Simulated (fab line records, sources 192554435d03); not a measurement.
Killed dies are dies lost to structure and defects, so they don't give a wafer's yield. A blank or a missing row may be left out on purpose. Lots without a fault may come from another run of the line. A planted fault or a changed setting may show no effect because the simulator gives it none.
Chamber matching | flow n5_finfet | N5_BEOL_M13_DEP_53 on pecvd-01: 3 sister chambers
The step deposits SiCN from 3MS/NH3, target thk 50 nm, time 17.8 s. 6 wafers are shown with their chamber, then 10 later ones without.

WAFERS WITH THEIR CHAMBER
wafer  | chamber | showerhead_plenum_p_Torr (Torr) | throttle_valve_pct (%)
L088.6 | 0       | 4.156                           | 18.1
L092.1 | 0       | 4.165                           | 18.1
L092.2 | 1       | 4.159                           | 17.6
L092.3 | 2       | 4.191                           | 17.7
L092.4 | 1       | 4.147                           | 17.6
L092.5 | 2       | 4.178                           | 17.5

WAFERS WITHOUT THEIR CHAMBER
wafer  | showerhead_plenum_p_Torr (Torr) | throttle_valve_pct (%)
L092.6 | 4.166                           | 17.8
L093.2 | 4.149                           | 17.6
L093.3 | 4.197                           | 17.3
L093.6 | 4.186                           | 17.5
L095.2 | 4.183                           | 17.6
L095.4 | 4.180                           | 17.4
L095.5 | 4.165                           | 17.8
L097.3 | 4.150                           | 17.8
L097.4 | 4.194                           | 17.5
L097.6 | 4.156                           | 17.9

WHICH CHAMBER EACH WENT THROUGH
wafer  | from the rows above          | in truth
L092.6 | can't be placed: 1 or 2 or 0 | 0
L093.2 | 1                            | 1
L093.3 | 2                            | 2
L093.6 | 2                            | 2
L095.2 | 2                            | 2
L095.4 | can't be placed: 2 or 1      | 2
L095.5 | can't be placed: 1 or 2 or 0 | 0
L097.3 | can't be placed: 1 or 0      | 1
L097.4 | 2                            | 2
L097.6 | can't be placed: 0 or 1      | 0
Placed correctly: 5 of 10. Can't be placed from these rows: 5 (the true chamber is among the candidates in 5). Placed wrongly: 0.
How it was worked out, from the rows above alone: a wafer's distance from a chamber is the root of the sum, over the readings, of the square of ((its reading less the chamber's mean) divided by the reading's scatter). The wafer belongs to the nearest chamber; if the next one is less than 2 further off, it can't be placed. A chamber's mean is the mean of its shown wafers. The scatter: the root of (the sum of the squares of (reading less its chamber's mean) over the shown wafers, divided by (wafers less chambers)).
